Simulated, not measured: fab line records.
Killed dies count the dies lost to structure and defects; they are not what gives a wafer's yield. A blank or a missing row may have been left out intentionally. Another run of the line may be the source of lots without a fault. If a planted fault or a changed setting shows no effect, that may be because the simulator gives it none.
Matching of chambers -- flow n5 finfet -- 4 sister chambers for N5_MOL_CONTACT_COAG_ETCH_124 on rie diel-02
The step etches SiNx in CH3F/O2, stops on SiOC, target depth 6.5 nm. 7 wafers are shown with their chamber, then 9 later ones without.

## WAFERS PAIRED WITH THEIR CHAMBERS
wafer,chamber,showerhead plenum p Torr (Torr),rf vpp V (V)
L082.2,0,1.92,313
L082.5,2,2.12,291
L087.3,2,2.12,289
L087.6,3,2.03,299
L092.1,3,2.03,300
L092.3,0,1.91,311
L092.4,1,2.02,303

## WAFERS WITHOUT THEIR CHAMBER
wafer,showerhead plenum p Torr (Torr),rf vpp V (V)
L094.1,2.02,300
L094.3,2.11,287
L094.5,2.02,302
L095.4,2.02,299
L095.5,2.01,302
L095.6,1.91,312
L097.2,2.02,301
L097.3,2.01,303
L097.5,2.02,300

## THE CHAMBER EACH PASSED THROUGH
wafer,from the rows above,in truth
L094.1,can't be placed: 1 or 3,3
L094.3,2,2
L094.5,1,1
L095.4,can't be placed: 3 or 1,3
L095.5,1,1
L095.6,0,0
L097.2,can't be placed: 1 or 3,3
L097.3,1,1
L097.5,can't be placed: 1 or 3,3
Correctly placed: 5 of 9. From these rows, 4 cannot be placed; in 4 the true chamber is one of the candidates. Number placed wrongly: 0.
How it was worked out, from the rows above alone: a wafer's distance from a chamber is the root of the sum, over the readings, of the square of ((its reading less the chamber's mean) divided by the reading's scatter). The wafer belongs to the nearest chamber; if the next one is less than 2 further off, it can't be placed. For every chamber, the mean is computed from those of its wafers that are shown. The scatter: the root of (the sum of the squares of (reading less its chamber's mean) over the shown wafers, divided by (wafers less chambers)).
